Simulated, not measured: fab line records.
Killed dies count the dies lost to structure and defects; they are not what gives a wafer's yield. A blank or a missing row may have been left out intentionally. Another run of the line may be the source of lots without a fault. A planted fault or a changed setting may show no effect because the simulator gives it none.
Comparing a struck lot with a sound one | flow nand-harc | 13 steps out of a route of 1159
Sound: the wafers L383.1, L383.4, L383.6. The struck wafers were L378.3, L378.4. At the end, the cause is stated.
Order at every step that has rows: each side's tool, ch and its chambers, its first start. Under that, the readings that differ: sound wafers | struck wafers | difference of the means | sigmas: that difference in standard deviations of wafers without a fault.
alike: readings with means less than 2 such deviations apart, plus words and numbers identical on both sides. not compared: withheld readings, readings lacking a value on some wafer, bounds such as >300 that could conceal the same value, and numbers that have no deviation in the record and whose values overlap.
The two part at a step that has a row with sigmas, a row that says differs or no value, or rows on one side only. Numbers that have no deviation but don't overlap get no sigmas and don't part them. A reading that every wafer of one side lacks parts them only if that side has two wafers or more.

first, 4 steps without rows for these wafers: NHARC_A_WL_FILL_STRIP_28 (strips in post etch residue remover, time 1200 s); NHARC_A_WL_FILL_PRECLEAN_06 (cleans in DIW, time 300 s); NHARC_A_WL_FILL_SRD_07; NHARC_A_WL_FILL_ANNEAL_08 (time 1800 s).
NHARC_A_WL_FILL_ALD_10: deposits SiO2, target thk 50 nm, pulse time 10 s, ald cycles 500.
  sound on ald-hk-03 ch 0,2,3, day 20 08:35; struck on ald-hk-04 ch 0,2, day 19 00:52
  alike: heater-power-w, precursor-pulse-height-rel
NHARC_A_WL_FILL_ETCHBACK_16: etches the open film in C4F8/O2/Ar, target depth 88 nm, time 17.6 s.
  sound on rie-diel-10 ch 2,3; struck on rie-diel-06 ch 1,3
  alike: oes-product-au, rf-vpp-V, run-length-s
  not compared: rf-hours-counter-h
NHARC_A_WL_FILL_STRIP_29: strips in O2, time 20 s.
  sound on rie-diel-10 ch 2,3, day 20 13:22; struck on rie-diel-06 ch 2,3, day 19 05:05
  alike: drypump-motor-current-A, oes-product-au, rf-vpp-V, showerhead-plenum-p-Torr, throttle-valve-pct
  not compared: rf-hours-counter-h
NHARC_A_WL_FILL_ETCHBACK_17: etches the open film in Cl2/BCl3, target depth 4 nm, time 26.7 s.
  sound on rie-metal-02 ch 0,1, day 20 13:29; struck on rie-metal-02 ch 0,1, day 19 05:18
  alike: drypump-motor-current-A, oes-product-au, run-length-s
  not compared: rf-hours-counter-h
then, 3 steps without rows for these wafers: NHARC_A_WL_FILL_PRECLEAN_18 (cleans in dHF, time 30 s); NHARC_A_WL_FILL_SRD_21; NHARC_A_WL_FILL_CVD_23 (deposits poly-Si, target thk 40 nm, time 800 s).
NHARC_A_WL_FILL_ETCHBACK_26: etches the open film in HBr, target depth 52 nm, time 13.3 s.
  sound on rie-si-01 ch 0,2,3, day 20 18:40; struck on rie-si-05 ch 2,3, day 19 10:11
  reading          | sound          | struck    | difference | sigmas
  run-length-s (s) | 34.6 33.6 33.9 | 30.3 31.1 | -3.3       | -8
  alike: drypump-motor-current-A, oes-product-au, throttle-valve-pct
  not compared: rf-hours-counter-h
then, 1 step without rows for these wafers: NHARC_A_WL_FILL_PRECLEAN_30 (cleans in dHF, time 10 s).

## WHERE THEY PART
NHARC_A_WL_FILL_ETCHBACK_26 only, going by this record.

WHY: whatever the simulator had introduced
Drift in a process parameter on rie-si-05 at NHARC_A_WL_FILL_ETCHBACK_26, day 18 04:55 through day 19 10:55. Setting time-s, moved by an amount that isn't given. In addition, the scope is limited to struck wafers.
